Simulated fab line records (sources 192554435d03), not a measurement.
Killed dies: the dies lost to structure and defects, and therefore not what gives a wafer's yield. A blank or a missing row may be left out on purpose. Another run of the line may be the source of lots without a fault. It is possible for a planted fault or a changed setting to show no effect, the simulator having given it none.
Chamber matching | flow n5Finfet | rieDiel-02 running N5_BEOL_M3_DESCUM_33: 4 sister chambers
The step chemistry O2, time 7 s. 14 wafers are shown with their chamber, then 7 later ones without.

WAFERS PAIRED WITH THEIR CHAMBERS
wafer  | chamber | throttleValvePct (%) | showerheadPlenumPTorr (Torr) | oesProductAu (a.u.)
L075.1 | 2       | 20.57                | 2.10                         | 0.78
L075.2 | 1       | 20.24                | 2.15                         | 0.89
L075.4 | 0       | 19.86                | 2.22                         | 0.93
L079.1 | 1       | 20.24                | 2.14                         | 0.88
L079.2 | 2       | 20.60                | 2.10                         | 0.77
L079.3 | 3       | 20.46                | 2.18                         | 0.73
L080.2 | 1       | 20.23                | 2.14                         | 0.87
L080.5 | 2       | 20.59                | 2.10                         | 0.77
L080.6 | 3       | 20.46                | 2.18                         | 0.74
L082.2 | 3       | 20.47                | 2.18                         | 0.73
L082.5 | 0       | 19.88                | 2.21                         | 0.91
L082.6 | 1       | 20.25                | 2.14                         | 0.87
L086.2 | 1       | 20.26                | 2.14                         | 0.86
L086.5 | 2       | 20.61                | 2.09                         | 0.76

SIGNATURES, as means of the wafers listed above
reading               | chamber 0 | chamber 1 | chamber 2 | chamber 3 | scatter within a chamber
throttleValvePct      | 19.8700   | 20.2440   | 20.5925   | 20.4633   | 0.0129
showerheadPlenumPTorr | 2.2150    | 2.1420    | 2.0975    | 2.1800    | 0.00453
oesProductAu          | 0.9200    | 0.8740    | 0.7700    | 0.7333    | 0.00993
Rule: for a wafer and a chamber, the distance is found by dividing, reading by reading, the gap between the wafer's reading and the chamber's mean by the reading's scatter, squaring, summing and taking the root. The wafer belongs to the nearest chamber; if the next one is less than 2 further off, it can't be placed. The scatter: the root of (the sum of the squares of (reading less its chamber's mean) over the shown wafers, divided by (wafers less chambers)).

WAFERS MISSING THEIR CHAMBER
wafer  | throttleValvePct (%) | showerheadPlenumPTorr (Torr) | oesProductAu (a.u.)
L086.6 | 20.48                | 2.17                         | 0.73
L089.1 | 20.63                | 2.09                         | 0.76
L089.3 | 19.90                | 2.21                         | 0.89
L089.6 | 20.26                | 2.14                         | 0.86
L091.1 | 19.92                | 2.21                         | 0.89
L091.5 | 20.50                | 2.17                         | 0.72
L091.6 | 20.62                | 2.09                         | 0.75

THE CHAMBER EACH PASSED THROUGH
wafer  | from the rows above | in truth
L086.6 | 3                   | 3
L089.1 | 2                   | 2
L089.3 | 0                   | 0
L089.6 | 1                   | 1
L091.1 | 0                   | 0
L091.5 | 3                   | 3
L091.6 | 2                   | 2
Correct placement for 7 of the 7. Can't be placed from these rows: 0. Number placed wrongly: 0.
